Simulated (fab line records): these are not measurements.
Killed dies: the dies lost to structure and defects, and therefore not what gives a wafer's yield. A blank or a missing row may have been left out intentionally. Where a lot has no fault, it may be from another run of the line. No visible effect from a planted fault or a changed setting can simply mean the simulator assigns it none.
Matching of chambers :: flow n5-finfet :: N5_DUMMY_GATE_ETCH_36 on rie-diel-06: 4 sister chambers
The step etches SiARC in CF4, target depth 13 nm. 4 wafers are shown with their chamber, then 9 later ones without.

## WAFERS, EACH WITH ITS CHAMBER
wafer: L086.4
chamber: 0
showerhead-plenum-p-Torr (Torr): 2.05

wafer: L088.3
chamber: 2
showerhead-plenum-p-Torr (Torr): 2.20

wafer: L089.2
chamber: 1
showerhead-plenum-p-Torr (Torr): 2.10

wafer: L089.5
chamber: 3
showerhead-plenum-p-Torr (Torr): 2.09

## WAFERS MISSING THEIR CHAMBER
wafer: L092.1
showerhead-plenum-p-Torr (Torr): 2.10

wafer: L092.3
showerhead-plenum-p-Torr (Torr): 2.20

wafer: L092.4
showerhead-plenum-p-Torr (Torr): 2.04

wafer: L096.1
showerhead-plenum-p-Torr (Torr): 2.08

wafer: L096.4
showerhead-plenum-p-Torr (Torr): 2.09

wafer: L096.6
showerhead-plenum-p-Torr (Torr): 2.04

wafer: L097.2
showerhead-plenum-p-Torr (Torr): 2.08

wafer: L097.5
showerhead-plenum-p-Torr (Torr): 2.19

wafer: L097.6
showerhead-plenum-p-Torr (Torr): 2.10

## WHICH CHAMBER EACH WENT THROUGH
wafer: L092.1
from the rows above: can't be placed: 1 or 3
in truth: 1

wafer: L092.3
from the rows above: 2
in truth: 2

wafer: L092.4
from the rows above: 0
in truth: 0

wafer: L096.1
from the rows above: can't be placed: 3 or 1
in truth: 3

wafer: L096.4
from the rows above: can't be placed: 3 or 1
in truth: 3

wafer: L096.6
from the rows above: 0
in truth: 0

wafer: L097.2
from the rows above: can't be placed: 3 or 1
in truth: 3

wafer: L097.5
from the rows above: 2
in truth: 2

wafer: L097.6
from the rows above: can't be placed: 1 or 3
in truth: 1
Correct placement for 4 of the 9. From these rows, 5 cannot be placed; in 5 the true chamber is one of the candidates. Placed wrongly: 0.
How it was worked out, from the rows above alone: a wafer's distance from a chamber is the root of the sum, over the readings, of the square of ((its reading less the chamber's mean) divided by the reading's scatter). The wafer belongs to the nearest chamber; if the next one is less than 2 further off, it can't be placed. Each chamber's mean is taken over the wafers shown for it. The scatter (one wafer shown for each chamber): square how far every hidden wafer sits from the nearest shown wafer, average those squares and take the square root.
